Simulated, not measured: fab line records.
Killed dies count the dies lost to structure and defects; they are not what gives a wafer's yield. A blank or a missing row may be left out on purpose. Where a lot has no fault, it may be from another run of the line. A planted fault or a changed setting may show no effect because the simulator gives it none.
fab line records    flow n5-finfet
[record] lots = 12  wafers = 36  last-day = 19
route steps=1938 shown BEOL_M4@1096 BEOL_M5@1113
lots that met no fault: from a run of the same line without faults
start-h: start of the lot's first displayed wafer, in hours after the record's first day    wait-h: hours elapsed since this lot's preceding step    " the same as in the row above    L1.1+2: one row covering several wafers at once    - value missing, or start not given    * or withheld: withheld    < > ~ a bound
route shown NAME@n: names a module that has steps shown in the file, with the first one's number in the route    usual: average and standard deviation across the fault-free wafers    same: alike in all rows    chamber/n: place in a boat    sites: per-site readings    _std_site: standard deviation of those values    _edge_site: mean of outer sites minus mean of inner sites    radius-mm: for every site, how far away it sits from the centre of the wafer    mask NAME#n: copy n    behind: the last tool/chamber to shape the wafer    hold: what put the lot on hold/how long, in hours/how the hold closed    device: which transistor (n, p or np) failed to switch    end of line: the tests these same wafers got at the end of their route    a step given without rows: its recipe and nothing more    killed: not the wafer's yield, but the dies lost to structure and defects at the first sort    map: shows each die of a wafer: x if killed, . if not, _ if none is there
set.NAME: the setting that was run; set.NAME@STEP: the one run at that earlier step    model.NAME: the simulator's own value behind a step, which no gauge read
the route's steps for a sample of lots (tables are steps, rows are wafers)
services: from which hour (start-h, from the record's first day; less than 0 if before it) a tool's chamber was out of use, for how many hours, and why
[[steps]]
[step N5_BEOL_M4_SPUTTER_92]
[recipe] material = Cu  target-thk-a = 45  temp-c = -20  chamber-pressure-pa = 0.07  power-w = withheld  time-s = 8.29
[usual] throttle-valve-pct = 30.8/1
lot.wafer  tool            chamber  start-h  wait-h  throttle-valve-pct
L415.2     pvd-sputter-03  -        175.74   0.1     28.7
L415.3     "               -        "        "       31.4
L415.5     "               -        "        "       28.8
L417.3     pvd-sputter-01  -        193.54   0.1     30.8
L417.5     "               -        "        "       30.8
L417.6     "               -        "        "       30.5
L418.1     pvd-sputter-02  -        194.73   0.1     32.4
L418.2     "               -        "        "       30.4
L418.3     "               -        "        "       30.0
L419.2     pvd-sputter-03  -        209.57   0.1     30.7
L419.4     "               -        "        "       28.7
L419.6     "               -        "        "       28.8
L421.2     pvd-sputter-01  -        233.00   0.1     30.7
L421.3     "               -        "        "       31.0
L421.5     "               -        "        "       30.5
L420.1     pvd-sputter-02  -        235.96   0.1     30.2
L420.2     "               -        "        "       31.4
L420.6     "               -        "        "       29.7
L424.1     pvd-sputter-02  -        240.21   0.1     29.8
L424.4     "               -        "        "       31.5
L424.6     "               -        "        "       32.2
L433.1     pvd-sputter-02  -        316.05   0.1     30.0
L433.2     "               -        "        "       31.5
L433.4     "               -        "        "       32.3
L434.1     pvd-sputter-01  -        329.24   0.1     29.5
L434.2     "               -        "        "       32.3
L434.3     "               -        "        "       30.7
L435.1     pvd-sputter-02  -        329.48   0.1     32.4
L435.4     "               -        "        "       31.6
L435.5     "               -        "        "       30.3
L436.3     pvd-sputter-03  -        337.46   0.1     30.5
L436.5     "               -        "        "       28.8
L436.6     "               -        "        "       30.3
L437.1     pvd-sputter-02  -        339.27   0.1     30.3
L437.5     "               -        "        "       31.4
L437.6     "               -        "        "       29.7
[step N5_BEOL_M5_CURE_79]
[recipe] temp-c = 385  time-s = 240  ambient = He/Ar  material = SiCOH_lowk
[usual] lamp-power-pct = 52.31/0.052  wafer_temp_C_max = 386.9/0.5
lot.wafer  tool        chamber  start-h  wait-h  lamp-power-pct  wafer_temp_C_max
L415.2     uv-cure-02  0        178.89   0.1     52.28           385.9
L415.3     "           0        "        "       52.33           386.2
L415.5     "           0        "        "       52.31           387.0
L417.3     uv-cure-02  1        197.34   0.2     52.36           387.5
L417.5     "           1        "        "       52.30           387.0
L417.6     "           1        "        "       52.28           387.1
L418.1     uv-cure-01  2        199.58   0.0     52.37           387.2
L418.2     "           2        "        "       52.26           387.6
L418.3     "           2        "        "       52.32           387.5
L419.2     uv-cure-03  1        212.28   0.1     52.32           386.9
L419.4     "           1        "        "       52.27           386.9
L419.6     "           1        "        "       52.34           386.6
L421.2     uv-cure-03  0        238.08   0.1     52.31           385.9
L421.3     "           0        "        "       52.23           386.5
L421.5     "           0        "        "       52.43           387.5
L420.1     uv-cure-02  1        242.02   0.0     52.25           386.6
L420.2     "           1        "        "       52.38           387.1
L420.6     "           1        "        "       52.42           387.0
L424.1     uv-cure-03  0        247.30   0.0     52.39           386.4
L424.4     "           0        "        "       52.39           386.4
L424.6     "           0        "        "       52.31           386.8
L433.1     uv-cure-02  1        318.77   0.1     52.32           387.1
L433.2     "           1        "        "       52.30           386.2
L433.4     "           1        "        "       52.31           387.1
L434.1     uv-cure-03  1        331.82   0.0     52.29           386.8
L434.2     "           1        "        "       52.38           387.6
L434.3     "           1        "        "       52.38           386.6
L435.1     uv-cure-01  1        332.04   0.0     52.33           387.0
L435.4     "           1        "        "       52.31           387.2
L435.5     "           1        "        "       52.29           387.4
L436.3     uv-cure-01  0        340.80   0.2     52.30           387.1
L436.5     "           0        "        "       52.32           386.9
L436.6     "           0        "        "       52.28           386.7
L437.1     uv-cure-03  0        341.89   0.0     52.22           386.7
L437.5     "           0        "        "       52.20           386.4
L437.6     "           0        "        "       52.27           385.9
[step N5_BEOL_M5_PECVD_70]
[recipe] material = SiO2  target-thk-a = 160  temp-c = 400  precursor = TEOS/O2  pressure-torr = 5.5  rf-w = 450  teos-flow-sccm = 53.8  gas = O2  flow-sccm = 3000  time-s = 18
[usual] heater-power-w = 695/93  showerhead-plenum-p-Torr = 8.78/0.058  throttle-valve-pct = 22.2/1.1
lot.wafer  tool      chamber  start-h  wait-h  heater-power-w  showerhead-plenum-p-Torr  throttle-valve-pct
L415.2     pecvd-01  1        179.36   0.0     708             8.76                      23.1
L415.3     "         2        "        "       632             8.83                      20.3
L415.5     "         0        "        "       763             8.77                      21.2
L417.3     pecvd-02  0        197.73   0.0     711             8.74                      23.9
L417.5     "         2        "        "       829             8.70                      20.5
L417.6     "         0        "        "       706             8.73                      23.9
L418.1     pecvd-04  0        200.13   0.0     520             8.67                      22.4
L418.2     "         2        "        "       650             8.83                      22.5
L418.3     "         1        "        "       676             8.84                      23.5
L419.2     pecvd-01  2        212.75   0.0     565             8.84                      20.5
L419.4     "         1        "        "       715             8.77                      23.0
L419.6     "         0        "        "       739             8.75                      21.1
L421.2     pecvd-04  2        238.55   0.0     602             8.82                      22.6
L421.3     "         0        "        "       664             8.70                      22.6
L421.5     "         1        "        "       706             8.86                      23.4
L420.1     pecvd-04  1        242.57   0.0     596             8.84                      23.6
L420.2     "         2        "        "       679             8.83                      22.6
L420.6     "         1        "        "       615             8.84                      23.5
L424.1     pecvd-04  0        247.87   0.0     653             8.67                      22.5
L424.4     "         2        "        "       614             8.81                      22.2
L424.6     "         1        "        "       751             8.86                      23.3
L433.1     pecvd-04  1        319.32   0.0     705             8.87                      23.5
L433.2     "         0        "        "       563             8.69                      22.2
L433.4     "         2        "        "       590             8.83                      22.7
L434.1     pecvd-04  0        332.37   0.0     586             8.67                      22.8
L434.2     "         2        "        "       588             8.83                      22.8
L434.3     "         1        "        "       652             8.85                      23.1
L435.1     pecvd-01  1        332.59   0.0     728             8.76                      22.8
L435.4     "         1        "        "       727             8.76                      22.8
L435.5     "         2        "        "       645             8.84                      20.5
L436.3     pecvd-02  2        341.19   0.0     828             8.67                      20.7
L436.5     "         2        "        "       851             8.71                      20.5
L436.6     "         1        "        "       781             8.80                      21.4
L437.1     pecvd-02  2        342.44   0.0     803             8.71                      20.6
L437.5     "         2        "        "       784             8.71                      20.6
L437.6     "         0        "        "       822             8.74                      24.2
[step N5_BEOL_M5_COAT_60]
[recipe] resist = SiARC  temp-c = 220  time-s = 60  spin-rpm = 1500  resist-thk-nm = 12
[usual] run-length-s = 66.05/0.22
lot.wafer  tool            chamber  start-h  wait-h  run-length-s
L415.2     litho-track-04  0        180.01   -       66.06
L415.3     "               0        "        "       65.86
L415.5     "               0        "        "       66.11
L417.3     litho-track-01  0        199.71   -       66.06
L417.5     "               0        "        "       66.26
L417.6     "               0        "        "       66.09
L418.1     litho-track-04  0        202.37   -       66.17
L418.2     "               0        "        "       66.22
L418.3     "               0        "        "       65.92
L419.2     litho-track-01  0        213.92   -       65.87
L419.4     "               0        "        "       66.00
L419.6     "               0        "        "       65.84
L421.2     litho-track-04  0        238.74   -       65.90
L421.3     "               0        "        "       65.96
L421.5     "               0        "        "       74.02
L420.1     litho-track-04  0        244.62   -       74.00
L420.2     "               0        "        "       65.84
L420.6     "               0        "        "       65.83
L424.1     litho-track-02  0        248.24   -       66.60
L424.4     "               0        "        "       66.49
L424.6     "               0        "        "       66.44
L433.1     litho-track-04  0        320.31   -       65.87
L433.2     "               0        "        "       65.88
L433.4     "               0        "        "       65.88
L434.1     litho-track-04  0        333.32   -       65.86
L434.2     "               0        "        "       66.02
L434.3     "               0        "        "       65.89
L435.1     litho-track-01  0        333.39   -       66.00
L435.4     "               0        "        "       65.98
L435.5     "               0        "        "       66.04
L436.3     litho-track-01  0        342.42   -       66.04
L436.5     "               0        "        "       66.10
L436.6     "               0        "        "       66.07
L437.1     litho-track-04  0        342.81   -       65.97
L437.5     "               0        "        "       65.85
L437.6     "               0        "        "       65.95
[[services]]
tool            chamber  start-h  hours  kind
pecvd-04        0        157.67   2.1    scheduled-down
pecvd-01        0        166.14   7.5    repair
uv-cure-01      -        167.89   0.4    repair
uv-cure-01      -        168.33   1.0    pm
pvd-sputter-03  -        168.35   2.5    repair
pecvd-01        -        175.72   2.8    pm
uv-cure-03      -        178.61   2.8    pm
uv-cure-01      -        185.30   0.5    repair
uv-cure-03      -        187.17   7.1    pm
pecvd-04        1        192.15   2.1    scheduled-down
pecvd-01        -        216.05   2.1    repair
uv-cure-03      -        224.02   0.2    repair
uv-cure-01      -        224.39   3.7    repair
pecvd-01        -        227.20   4.2    repair
pecvd-02        -        250.45   0.5    repair
uv-cure-03      -        254.35   7.5    pm
pvd-sputter-03  -        256.81   10.5   repair
uv-cure-02      -        274.02   7.5    pm
pecvd-04        -        289.15   1.3    repair
pecvd-04        -        292.24   0.7    repair
uv-cure-01      -        298.48   0.3    repair
pecvd-01        1        308.21   9.5    repair
litho-track-04  -        315.92   -      consumable-replace:filter
pecvd-02        -        318.23   2.8    pm
[[key]]
[first-sign] step = N5_BEOL_M5_COAT_60  reading = run-length-s  direction = up  sigmas = 36  usual = *  struck = *
effect none on later readings
met-at N5_BEOL_M5_COAT_60
struck-lots L420,L421
struck-wafers L420.1,L421.5
not-acting-at N5_BEOL_M4_SPUTTER_92,N5_BEOL_M5_CURE_79,N5_BEOL_M5_PECVD_70
onset-between 202.37 238.74
[fault] kind = process-parameter-drift  tool = litho-track-04  chamber = -  onset-h = 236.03  steps = N5_BEOL_M5_COAT_60  channel = time-s  offset = *  shape = step  end-h = 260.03  scope = struck-wafers-only  acts-in = *  stated = *
